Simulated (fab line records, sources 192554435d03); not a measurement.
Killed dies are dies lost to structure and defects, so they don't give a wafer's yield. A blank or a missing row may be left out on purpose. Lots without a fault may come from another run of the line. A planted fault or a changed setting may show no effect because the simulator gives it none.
Split-lot experiment | flow n5_finfet | 7 lots, 39 wafers read, on a route of 1938 steps

THE SPLIT
At N5_HKMG_FIN_CVD_62 (deposits a-Si from Si2H6, target thk 3 nm, time 20.8 s), the setting time_s was moved away from the recipe's 20.8 s on 15 of the 39 wafers read, by -55.5% to +44.3%. The other wafers ran this setting at the recipe's value.

The reading is taken at the split's own step.

THE READING
a-Si_of_HKMG_FIN_CVD_62.thk_nm (the simulator's own value, which no gauge read), in nm, at N5_HKMG_FIN_CVD_62 (deposits a-Si from Si2H6, target thk 3 nm, time 20.8 s). The file gives no usual value for it. The 24 wafers here that ran the recipe average 3.1 nm, standard deviation 0.11 nm.

wafer  | tool, chamber at the split | time_s as run, s | against the recipe | a-Si_of_HKMG_FIN_CVD_62.thk_nm, nm | against lot-mates on the recipe
L074.1 | thermal_cvd_si-01, 0,1     | 29.46            | +41.6%             | 4.2                                | +1.3
L074.4 | thermal_cvd_si-01, 0,1     | 29.46            | +41.6%             | 4.2                                | +1.3
L074.2 | thermal_cvd_si-01, 2       | 20.8             | recipe             | 2.8                                | -
L074.3 | thermal_cvd_si-01, 1       | 29.46            | +41.6%             | 4.4                                | +1.5
L074.5 | thermal_cvd_si-01, 0,2     | 20.8             | recipe             | 3                                  | -
L074.6 | thermal_cvd_si-01, 0,2     | 20.8             | recipe             | 3                                  | -
L082.1 | thermal_cvd_si-01, 2       | 20.8             | recipe             | 3.2                                | -
L082.2 | thermal_cvd_si-01, 1,1,0   | 28.81            | +38.5%             | 4.2                                | +1.1
L082.4 | thermal_cvd_si-01, 1,1,0   | 28.81            | +38.5%             | 4.2                                | +1.1
L082.6 | thermal_cvd_si-01, 1,1,0   | 28.81            | +38.5%             | 4.2                                | +1.1
L082.3 | thermal_cvd_si-01, 0,2     | 20.8             | recipe             | 3                                  | -
L082.5 | thermal_cvd_si-01, 0,2     | 20.8             | recipe             | 3                                  | -
L083.1 | thermal_cvd_si-02, 2,0     | 20.8             | recipe             | 3                                  | -
L083.3 | thermal_cvd_si-02, 2,0     | 20.8             | recipe             | 3                                  | -
L083.2 | thermal_cvd_si-02, 1       | 9.259            | -55.5%             | 1.4                                | -1.7
L083.6 | thermal_cvd_si-02, 1       | 9.259            | -55.5%             | 1.4                                | -1.7
L083.4 | thermal_cvd_si-02, 0       | 9.259            | -55.5%             | 1.2                                | -1.9
L083.5 | thermal_cvd_si-02, 2       | 20.8             | recipe             | 3.2                                | -
L085.1 | thermal_cvd_si-02, 1,0     | 20.8             | recipe             | 3                                  | -
L085.3 | thermal_cvd_si-02, 1,0     | 20.8             | recipe             | 3                                  | -
L085.6 | thermal_cvd_si-02, 2       | 20.8             | recipe             | 3.2                                | -
L089.1 | thermal_cvd_si-02, 2,0,2   | 20.8             | recipe             | 3.2                                | -
L089.3 | thermal_cvd_si-02, 2,0,2   | 20.8             | recipe             | 3.2                                | -
L089.5 | thermal_cvd_si-02, 2,0,2   | 20.8             | recipe             | 3.2                                | -
L089.2 | thermal_cvd_si-02, 1,0,1   | 20.8             | recipe             | 3                                  | -
L089.4 | thermal_cvd_si-02, 1,0,1   | 20.8             | recipe             | 3                                  | -
L089.6 | thermal_cvd_si-02, 1,0,1   | 20.8             | recipe             | 3                                  | -
L093.1 | thermal_cvd_si-02, 1,0,1   | 17.11            | -17.7%             | 2.4                                | -0.6
L093.3 | thermal_cvd_si-02, 1,0,1   | 17.11            | -17.7%             | 2.4                                | -0.6
L093.5 | thermal_cvd_si-02, 1,0,1   | 17.11            | -17.7%             | 2.4                                | -0.6
L093.2 | thermal_cvd_si-02, 2,0,2   | 20.8             | recipe             | 3                                  | -
L093.4 | thermal_cvd_si-02, 2,0,2   | 20.8             | recipe             | 3                                  | -
L093.6 | thermal_cvd_si-02, 2,0,2   | 20.8             | recipe             | 3                                  | -
L094.1 | thermal_cvd_si-01, 2,0,2   | 30.02            | +44.3%             | 4.4                                | +1.3
L094.2 | thermal_cvd_si-01, 2,0,2   | 30.02            | +44.3%             | 4.4                                | +1.3
L094.6 | thermal_cvd_si-01, 2,0,2   | 30.02            | +44.3%             | 4.4                                | +1.3
L094.3 | thermal_cvd_si-01, 1       | 20.8             | recipe             | 3                                  | -
L094.4 | thermal_cvd_si-01, 0,1     | 20.8             | recipe             | 3.2                                | -
L094.5 | thermal_cvd_si-01, 0,1     | 20.8             | recipe             | 3.2                                | -
Where a row lists several chambers, the file gives one row for several wafers and doesn't say which wafer went through which chamber.

THE FIT
A straight line over all 39 wafers: a-Si_of_HKMG_FIN_CVD_62.thk_nm changes by +0.0306 nm for each +1% of time_s; r = +0.99; the points scatter about the line by 0.1 nm.
The same after taking each lot's own level away (the mean of its wafers on the recipe; 39 wafers): +0.0306 nm for each +1%; r = +0.99; scatter 0.089 nm.
On that fit, the largest move of time_s shifts the reading by 1.7 nm.
The lots' own levels span 2.93 to 3.13 nm, that is 1.9 times the standard deviation above.
So the lot-to-lot level changes the slope little: the two slopes agree.
Check: with one of the wafers moved furthest among these (-55.5%) left out of the fit, the line predicts -1.72 nm for it against its lot-mates. It came out at -1.67 nm against them.

OTHER SPLITS ON THESE WAFERS
These wafers also went through other splits before the reading. Each is held against what the fit with the lots' levels taken away leaves over:
other split on the same wafers | wafers away from the commonest value | r with a-Si_of_HKMG_FIN_CVD_62.thk_nm (lot level and that fit taken away)
N5_FIN_SAQP_HM_DEP_72 time_s   | 15                                   | +0.07
N5_SPACER0_ALD_08 target_thk_a | 9                                    | -0.02

THE FILE'S OWN FIT
a-Si_of_HKMG_FIN_CVD_62.thk_nm changes by +0.0306 nm for each +1% of time_s, r = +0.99.
